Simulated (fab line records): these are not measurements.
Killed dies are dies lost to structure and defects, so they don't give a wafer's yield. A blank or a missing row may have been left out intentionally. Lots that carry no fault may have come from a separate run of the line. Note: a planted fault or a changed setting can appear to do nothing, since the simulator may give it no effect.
Split-lot experiment + flow n5_finfet + 7 lots, 21 wafers read, on a route of 1938 steps

== SPLIT DETAILS ==
At N5_BEOL_M8_TRENCH_ETCH_37 (etches SiCOH lowk in C4F6/O2, target depth 93.478 nm, time 31.2 s), the setting time_s was moved away from the recipe's 31.2 s on 8 of the 21 wafers read, by -22.2% to +6.0%. All remaining wafers had this setting at the recipe value.

== FROM THE SPLIT TO THE READING: what the file shows between them, 11 steps ==
- N5_BEOL_M8_ETCH_41: etches SiCN in CH3F/O2, target depth 31.9 nm, time 57.8 s
- N5_BEOL_M8_STRIP_80: strips in N2/H2, time 10 s
- N5_BEOL_M8_OCD_MEAS_38
- N5_BEOL_M8_HM_STRIP_39: strips TiN in peroxide tin strip, target depth 25 nm, time 158 s
- N5_BEOL_M8_SRD_40: time 30 s
- N5_BEOL_M8_ECD_50: material Cu, target thk 300 nm
- N5_BEOL_M8_ANNEAL_51: time 90 s
- N5_BEOL_M8_CMP_52: polishes, stops on SiCOH lowk, t overpolish 6.9 s, target thk 80 nm
- N5_BEOL_M8_THK_MEAS_53: measures by xrf
- N5_BEOL_M8_PRE_CLEAN_55: time 15 s
- N5_BEOL_M8_DEP_56: deposits SiCN from 3MS/NH3, target thk 10 nm, time 17.5 s

== THE READING ==
M8_RS in ohm/sq, measured at N5_BEOL_M8_RS_MEAS_57 by four-point-probe. Typical for fault-free wafers on this fab line: 0.285 ohm/sq, with standard deviation 0.0067 ohm/sq.

| wafer  | tool, chamber at the split | time_s as run, s | against the recipe | M8_RS, ohm/sq | against lot-mates on the recipe |
|--------|----------------------------|------------------|--------------------|---------------|---------------------------------|
| L075.3 | rie_diel-03, 3             | 24.28            | -22.2%             | 0.442         | +0.141                          |
| L075.4 | rie_diel-03, 1             | 24.28            | -22.2%             | 0.424         | +0.123                          |
| L075.5 | rie_diel-03, 1             | 31.2             | recipe             | 0.301         | -                               |
| L077.1 | rie_diel-03, 2             | 31.2             | recipe             | 0.293         | -                               |
| L077.3 | rie_diel-03, 1             | 24.37            | -21.9%             | 0.423         | +0.130                          |
| L077.6 | rie_diel-03, 2             | 24.37            | -21.9%             | 0.412         | +0.119                          |
| L086.1 | rie_diel-04, 2             | 31.2             | recipe             | 0.294         | -                               |
| L086.4 | rie_diel-04, 0             | 31.2             | recipe             | 0.277         | -                               |
| L086.6 | rie_diel-04, 0             | 31.2             | recipe             | 0.283         | -                               |
| L084.2 | rie_diel-03, 1             | 31.2             | recipe             | 0.281         | -                               |
| L084.5 | rie_diel-03, 3             | 31.2             | recipe             | 0.284         | -                               |
| L084.6 | rie_diel-03, 0             | 31.2             | recipe             | 0.292         | -                               |
| L087.3 | rie_diel-04, 1             | 29.22            | -6.3%              | 0.307         | +0.015                          |
| L087.4 | rie_diel-04, 2             | 31.2             | recipe             | 0.293         | -                               |
| L087.6 | rie_diel-04, 0             | 31.2             | recipe             | 0.291         | -                               |
| L091.1 | rie_diel-04, 1             | 31.2             | recipe             | 0.276         | -                               |
| L091.3 | rie_diel-04, 0             | 31.2             | recipe             | 0.279         | -                               |
| L091.4 | rie_diel-04, 1             | 29.06            | -6.9%              | 0.309         | +0.031                          |
| L097.4 | rie_diel-01, 2             | 33.07            | +6.0%              | 0.269         | -0.020                          |
| L097.5 | rie_diel-01, 1             | 31.2             | recipe             | 0.289         | -                               |
| L097.6 | rie_diel-01, 0             | 33.07            | +6.0%              | 0.273         | -0.016                          |

THE FIT
A straight line over all 21 wafers: M8_RS changes by -0.00596 ohm/sq for each +1% of time_s; r = -0.98; the points scatter about the line by 0.012 ohm/sq.
The same after taking each lot's own level away (the mean of its wafers on the recipe; 21 wafers): -0.00558 ohm/sq for each +1%; r = -0.99; scatter 0.0089 ohm/sq.
According to that fit, moving time_s by its largest amount changes the reading by 0.12 ohm/sq.
The span of the lots' own levels, 0.2775 to 0.3010 ohm/sq, comes to 3.5 times the standard deviation stated above.
Consequently the slope shifts little with the lot-to-lot level, the two slopes agreeing.
Check: for one of the wafers moved furthest among these (-22.2%), held out of the fit, the line's prediction against its lot-mates is +0.12 ohm/sq. Against them it came out at +0.141 ohm/sq.

== OTHER SPLITS APPLIED TO THESE WAFERS ==
Before the reading, these wafers also passed through other splits. Each is held against what the fit with the lots' levels taken away leaves over:
| other split on the same wafers     | wafers away from the commonest value | r with M8_RS (lot level and that fit taken away) |
|------------------------------------|--------------------------------------|--------------------------------------------------|
| N5_BEOL_M6_PECVD_70 temp_c         | 10                                   | +0.26                                            |
| N5_BEOL_M6_HM_DEP_02 target_thk_a  | 9                                    | -0.22                                            |
| N5_BEOL_M7_ETCH_61 source_w        | 7                                    | -0.23                                            |
| N5_BEOL_M7_ETCH_62 source_w        | 5                                    | +0.05                                            |
| N5_BEOL_M7_TRENCH_ETCH_37 source_w | 8                                    | +0.06                                            |
| N5_BEOL_M8_VIA_ETCH_34 source_w    | 6                                    | +0.21                                            |

== THE WHOLE CHAIN: every reading that the file lists as answering this split, in the file's order ==
| step                      | what it does                                                        | reading                                                                      | change (the file's fit)               | r (the file's) |
|---------------------------|---------------------------------------------------------------------|------------------------------------------------------------------------------|---------------------------------------|----------------|
| N5_BEOL_M8_TRENCH_ETCH_37 | etches SiCOH lowk in C4F6/O2, target depth 93.478 nm, time 31.2 s   | etch.depth_nm (the simulator's own value, which no gauge read)               | +0.893 nm for each +1% of the setting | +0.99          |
| N5_BEOL_M8_TRENCH_ETCH_37 | etches SiCOH lowk in C4F6/O2, target depth 93.478 nm, time 31.2 s   | BEOL_M8.feature_depth_nm (the simulator's own value, which no gauge read)    | +0.892 nm for each +1% of the setting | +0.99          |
| N5_BEOL_M8_OCD_MEAS_38    |                                                                     | trench_depth_nm                                                              | +0.895 nm for each +1% of the setting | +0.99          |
| N5_BEOL_M8_CMP_52         | polishes, stops on SiCOH lowk, t overpolish 6.9 s, target thk 80 nm | Cu_of_BEOL_M8_ECD_50.thk_nm (the simulator's own value, which no gauge read) | +0.894 nm for each +1% of the setting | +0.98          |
| N5_BEOL_M8_THK_MEAS_53    | measures by xrf                                                     | M8_THK                                                                       | +0.883 for each +1% of the setting    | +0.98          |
| N5_BEOL_M8_RS_MEAS_57     | measures by four-point-probe                                        | M8_RS                                                                        | -0.00555 for each +1% of the setting  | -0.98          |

== THE FILE'S OWN FIT ==
M8_RS changes by -0.00555 ohm/sq for each +1% of time_s, r = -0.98.
